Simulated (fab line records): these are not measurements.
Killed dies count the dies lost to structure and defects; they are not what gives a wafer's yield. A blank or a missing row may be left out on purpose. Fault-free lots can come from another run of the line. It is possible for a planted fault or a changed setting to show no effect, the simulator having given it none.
Matching of chambers + flow n5_finfet + N5_BEOL_M8_STRIP_36 on rie_diel-03 has 4 sister chambers
The step strips in N2/H2. 8 wafers are shown with their chamber, then 8 later ones without.

EACH WAFER AND ITS CHAMBER
| wafer  | chamber | throttle_valve_pct (%) | drypump_motor_current_A (A) |
|--------|---------|------------------------|-----------------------------|
| L075.2 | 3       | 23.1                   | 5.88                        |
| L075.5 | 3       | 23.1                   | 5.88                        |
| L086.2 | 2       | 23.7                   | 6.06                        |
| L086.4 | 2       | 23.7                   | 6.07                        |
| L088.1 | 1       | 24.5                   | 5.95                        |
| L088.3 | 0       | 23.6                   | 5.49                        |
| L088.5 | 1       | 24.4                   | 5.92                        |
| L090.1 | 0       | 23.6                   | 5.44                        |

WAFERS MISSING THEIR CHAMBER
| wafer  | throttle_valve_pct (%) | drypump_motor_current_A (A) |
|--------|------------------------|-----------------------------|
| L090.2 | 24.5                   | 5.94                        |
| L090.4 | 23.6                   | 5.45                        |
| L096.1 | 24.5                   | 5.92                        |
| L096.3 | 23.7                   | 6.07                        |
| L096.5 | 22.8                   | 5.88                        |
| L095.1 | 22.8                   | 5.86                        |
| L095.3 | 24.5                   | 5.93                        |
| L095.6 | 23.7                   | 6.09                        |

EACH ONE'S CHAMBER
| wafer  | from the rows above | in truth |
|--------|---------------------|----------|
| L090.2 | 1                   | 1        |
| L090.4 | 0                   | 0        |
| L096.1 | 1                   | 1        |
| L096.3 | 2                   | 2        |
| L096.5 | 3                   | 3        |
| L095.1 | 3                   | 3        |
| L095.3 | 1                   | 1        |
| L095.6 | 2                   | 2        |
8 of 8 placed correctly. From these rows, 0 cannot be placed. Number placed wrongly: 0.
How it was worked out, from the rows above alone: a wafer's distance from a chamber is the root of the sum, over the readings, of the square of ((its reading less the chamber's mean) divided by the reading's scatter). If the next closest chamber is less than 2 further off than the closest, the wafer can't be placed; otherwise it belongs to the closest. A chamber's mean is the mean of its shown wafers. How the scatter is found: for the shown wafers, subtract from each reading the mean of its chamber, square and add these, divide the total by (wafers less chambers), then take the root.
